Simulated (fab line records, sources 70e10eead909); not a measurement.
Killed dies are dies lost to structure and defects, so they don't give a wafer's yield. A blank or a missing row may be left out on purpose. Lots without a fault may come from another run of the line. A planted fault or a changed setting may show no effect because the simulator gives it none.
Chamber matching | flow nand_harc | NHARC_P_GATE_DESCUM_61 on rie_diel-09: 3 sister chambers
The step chemistry O2, time 3 s. 3 wafers are shown with their chamber, then 5 later ones without.

WAFERS WITH THEIR CHAMBER
wafer  | chamber | drypump_motor_current_A (A)
L350.6 | 2       | 6.2
L358.4 | 0       | 5.7
L358.5 | 3       | 6.3

WAFERS WITHOUT THEIR CHAMBER
wafer  | drypump_motor_current_A (A)
L358.6 | 5.7
L359.1 | 6.2
L359.4 | 5.7
L360.3 | 5.7
L360.5 | 6.1

WHICH CHAMBER EACH WENT THROUGH
wafer  | from the rows above | in truth
L358.6 | 0                   | 0
L359.1 | 2                   | 2
L359.4 | 0                   | 0
L360.3 | 0                   | 0
L360.5 | 2                   | 2
Placed correctly: 5 of 5. Can't be placed from these rows: 0. Placed wrongly: 0.
How it was worked out, from the rows above alone: a wafer's distance from a chamber is the root of the sum, over the readings, of the square of ((its reading less the chamber's mean) divided by the reading's scatter). The wafer belongs to the nearest chamber; if the next one is less than 2 further off, it can't be placed. A chamber's mean is the mean of its shown wafers. The scatter: with one shown wafer a chamber, the root of the mean of the squares of how far each hidden wafer lies from its nearest shown one.
